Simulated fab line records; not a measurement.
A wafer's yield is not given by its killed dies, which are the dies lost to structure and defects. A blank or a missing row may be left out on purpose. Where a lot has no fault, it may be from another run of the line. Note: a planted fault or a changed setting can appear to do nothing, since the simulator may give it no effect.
Chamber matching | flow nandHarc | NHARC_A_CHANNEL_FILL_D2_ETCHBACK_19 on rieSi-03: 4 sister chambers
The step etches the open film in HBr/Cl2, target depth 5 nm, time 1.7 s. 4 wafers are shown with their chamber, then 8 later ones without.

EACH WAFER AND ITS CHAMBER
wafer  | chamber | drypumpMotorCurrentA (A)
L085.3 | 1       | 6.0
L085.5 | 3       | 5.2
L085.6 | 0       | 4.9
L093.2 | 2       | 5.4

WAFERS WITH NO CHAMBER GIVEN
wafer  | drypumpMotorCurrentA (A)
L093.3 | 5.2
L093.5 | 6.0
L094.1 | 6.0
L094.3 | 5.2
L094.6 | 6.0
L095.1 | 6.0
L095.4 | 5.2
L095.5 | 5.9

WHICH CHAMBER EACH ONE RAN IN
wafer  | from the rows above | in truth
L093.3 | 3                   | 3
L093.5 | 1                   | 1
L094.1 | 1                   | 1
L094.3 | 3                   | 3
L094.6 | 1                   | 1
L095.1 | 1                   | 1
L095.4 | 3                   | 3
L095.5 | 1                   | 1
8 of 8 placed correctly. Not placeable from these rows: 0. Number placed wrongly: 0.
How it was worked out, from the rows above alone: a wafer's distance from a chamber is the root of the sum, over the readings, of the square of ((its reading less the chamber's mean) divided by the reading's scatter). If the next closest chamber is less than 2 further off than the closest, the wafer can't be placed; otherwise it belongs to the closest. For every chamber, the mean is computed from those of its wafers that are shown. The scatter: root of mean squared gap, hidden wafer to nearest shown wafer, with one shown wafer a chamber.
